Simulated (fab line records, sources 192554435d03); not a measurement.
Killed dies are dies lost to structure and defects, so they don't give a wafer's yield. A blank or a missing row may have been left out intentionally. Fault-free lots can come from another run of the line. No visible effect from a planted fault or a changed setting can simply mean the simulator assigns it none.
What tool caused it? -- flow n5Finfet -- 23 wafers from 8 lots sampled at 5 of the route's 1938 steps

## WHAT THE GAUGES READ, wafer by wafer
N5_BEOL_M0_SAQP_THK_MEAS_05.
lot,measured,on,thkNm (nm)
L454,day 5 13:14,filmMetro-02,58.9 59.4 60.6
L458,day 6 08:02,filmMetro-01,59.3 59.5 60.1
L460,day 6 21:17,filmMetro-02,58.8 60.8
L469,day 9 07:24,filmMetro-02,59.0 60.9 44.7
L470,day 9 10:36,filmMetro-02,44.0 60.6 45.5
L474,day 10 09:02,filmMetro-01,58.8 60.3 59.9
L475,day 10 18:15,filmMetro-01,59.9 60.0 60.0
L477,day 11 04:55,filmMetro-02,59.7 61.3 61.4

## WHICH TOOL RAN EACH LOT (tool, then ch and the chambers of the sampled wafers, then the start)
lot,N5_MOL_CONTACT_COAG_ETCHBACK_136,N5_MOL_CONTACT_COAG_ETCH_48,N5_BEOL_M0_SAQP_PECVD_03,N5_BEOL_M0_SAQP_PECVD_04
L454,"rieDiel-04 ch 0,2,3, day 5 06:52","rieDiel-04 ch 0,2,3, day 5 06:58","pecvd-03 ch 1,2, day 5 13:01","pecvd-03 ch 1,2, day 5 13:08"
L458,"rieDiel-04 ch 0,2, day 6 02:57","rieDiel-04 ch 0,2, day 6 03:03","pecvd-01 ch 0,2, day 6 07:50","pecvd-01 ch 0,2, day 6 07:57"
L460,"rieDiel-06 ch 2,3, day 6 14:20","rieDiel-06 ch 2,3, day 6 14:26","pecvd-04 ch 0,2, day 6 21:04","pecvd-04 ch 0,2, day 6 21:11"
L469,"rieDiel-03 ch 0,3, day 8 23:41","rieDiel-03 ch 0,3, day 8 23:47","pecvd-04 ch 0,1,2, day 9 07:11","pecvd-04 ch 0,1,2, day 9 07:18"
L470,"rieDiel-04 ch 0,1,3, day 9 05:34","rieDiel-04 ch 0,1,3, day 9 05:40","pecvd-04 ch 0,1,2, day 9 10:23","pecvd-04 ch 0,1,2, day 9 10:30"
L474,"rieDiel-04 ch 0,2, day 10 03:58","rieDiel-04 ch 0,2, day 10 04:04","pecvd-01 ch 0,1, day 10 08:50","pecvd-01 ch 0,1, day 10 08:56"
L475,"rieDiel-04 ch 0,1,2, day 10 13:03","rieDiel-04 ch 0,1,2, day 10 13:09","pecvd-01 ch 0,1,2, day 10 18:02","pecvd-01 ch 0,1,2, day 10 18:09"
L477,"rieDiel-06 ch 0,3, day 10 22:41","rieDiel-06 ch 0,3, day 10 22:47","pecvd-03 ch 0,1, day 11 04:43","pecvd-03 ch 0,1, day 11 04:49"
- N5_MOL_CONTACT_COAG_ETCHBACK_136: etches SiO2 in CHF3, target depth 25 nm, time 16.7 s.
- N5_MOL_CONTACT_COAG_ETCH_48: etches SiOC in C4F6/O2, target depth 15 nm, overetch 4.5 nm, time 17 s.
- N5_BEOL_M0_SAQP_PECVD_03: deposits SiCN from 3MS/NH3, target thk 12 nm, time 21.1 s.
- N5_BEOL_M0_SAQP_PECVD_04: deposits a-Si from SiH4/He, target thk 60 nm, time 60.2 s.

## THE ANSWER, worked out from the rows above alone
Rule: usual is defined by the lots themselves. Put in order of their means at a reading, lots are off if they are a third of the lots or fewer, leave a main group of 4 or more, and stand apart from it by a gap of 3 or more times the standard deviation of the main group's means; of several such gaps the widest counts. If all means in a main group match to the digits the tables above print for the reading, that group is not used. A lot without any number at a reading at which 4 lots or more have one is off too. All remaining lots with rows at the step are treated as sound.
Off at N5_BEOL_M0_SAQP_THK_MEAS_05 (thkNm): L469, L470. Mean 59.9 nm and standard deviation 0.41 in the main group.
A tool fits if, at a process step before that reading, it ran every lot that is off, and no sound lot after the first of them. Those tools and the gauges at N5_BEOL_M0_SAQP_THK_MEAS_05 are tried in the same way. One candidate fits, namely pecvd-04 at N5_BEOL_M0_SAQP_PECVD_03 and N5_BEOL_M0_SAQP_PECVD_04. At N5_BEOL_M0_SAQP_PECVD_03 its last sound lot is L460 (day 6 21:04), its first lot that is off L469 (day 9 07:11): a fault that began between those two fits.

## WHAT HAD BEEN PUT IN BY THE SIMULATOR
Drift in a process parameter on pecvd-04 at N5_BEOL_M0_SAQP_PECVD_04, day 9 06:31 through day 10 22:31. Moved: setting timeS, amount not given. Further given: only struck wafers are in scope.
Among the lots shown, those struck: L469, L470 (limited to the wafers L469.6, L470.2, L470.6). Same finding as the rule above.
